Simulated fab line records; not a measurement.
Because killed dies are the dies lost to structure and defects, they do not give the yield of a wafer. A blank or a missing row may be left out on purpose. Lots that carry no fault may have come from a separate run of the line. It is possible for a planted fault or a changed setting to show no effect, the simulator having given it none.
Problem report, 8D (eight disciplines) form, completed by code + flow n5Finfet + the parts of the form that need people (team, actions taken, sign-off) are left out

## 1. WHAT WENT WRONG
Wafers without a fault read 1500.0 rpm, standard deviation 0.87; spinSpeedRpm at N5_BEOL_M5_COAT_60 reads a mean of 818.1 rpm on 6 wafers belonging to 2 lots. So: -99 or more standard deviations from the usual mean.
The step: time 60 s, resist thk 12 nm.
Earliest sighting: wafer L389.2 on lithoTrack-01 at day 13 02:18. The record has a number at this step for 30 wafers belonging to 10 lots. By rule, "out" or "out of limits" means more than 4 standard deviations away from the usual mean. All remaining wafers that have a number are taken as sound.

## 2. WHAT THIS IS AND IS NOT
| question                    | is                     | is not                                                                    |
|-----------------------------|------------------------|---------------------------------------------------------------------------|
| which readings at this step | spinSpeedRpm           | resistLineTempC                                                           |
| which lots                  | L389, L390             | L375, L376, L377, L385, L386, L388, L391, L392                            |
| which wafers of those lots  | all that have a number | -                                                                         |
| read on which tools         | lithoTrack-01          | lithoTrack-02, lithoTrack-03                                              |
| when                        | from day 13 02:18      | up to then (18 sound wafers); but 6 sound wafers of L391, L392 came after |

## 3. WHAT RULES OUT EACH SUSPECT
Counting: a tool at any process step up to the reading remains a suspect when it ran all the lots that are out and ran no sound lot after the first of those.
- rtpAnneal-02 at N5_BEOL_M4_ANNEAL_51 (time 90 s): ruled out as a lasting fault. After its first lot that is out, L389 (day 12 21:37), sound lots L391 ran on it.
- lithoTrack-01 at N5_BEOL_M5_COAT_60 (time 60 s, resist thk 12 nm): kept. It ran every lot that is out, first L389 (day 13 02:18), and no sound lot after that; its last sound lot up to then is L377 (day 9 18:52). On those wafers its own readings are out: spinSpeedRpm.
Remaining after the count: lithoTrack-01 at N5_BEOL_M5_COAT_60.

## 4. THE CAUSE (what the simulator had put in)
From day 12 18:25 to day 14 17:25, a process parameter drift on lithoTrack-01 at N5_BEOL_M5_COAT_60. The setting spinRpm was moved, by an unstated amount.
This tool alone remained once counting was done.

## 5. THE CHAIN OF EFFECTS, in route order
Each row: a reading where the mean over the struck wafers with a number is more than 3 standard deviations away from the usual. Only readings for which the record gives a usual standard deviation are gone through. hours: the time from each lot's start at the first step in this table that gives one to its start at this step, as a median over the lots. sigmas: the change in usual standard deviations.
| hours | step               | reading       | usual      | on struck wafers | change | sigmas      |
|-------|--------------------|---------------|------------|------------------|--------|-------------|
| 0     | N5_BEOL_M5_COAT_60 | spinSpeedRpm  | 1500.0 rpm | 818.1            | -681.9 | -99 or more |
| 0     | N5_BEOL_M5_ETCH_61 | etchRfOnTimeS | 25.7 s     | 34.5             | +8.8   | +18         |
Process steps it contains:
- N5_BEOL_M5_COAT_60: time 60 s, resist thk 12 nm.
- N5_BEOL_M5_ETCH_61: etches SiARC in CF4, target depth 15.6 nm, time 26 s.

## 6. WHAT WOULD HAVE CAUGHT IT SOONER
In this record the first reading out of limits was taken at day 13 02:18, 8 hours after the fault began at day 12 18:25.
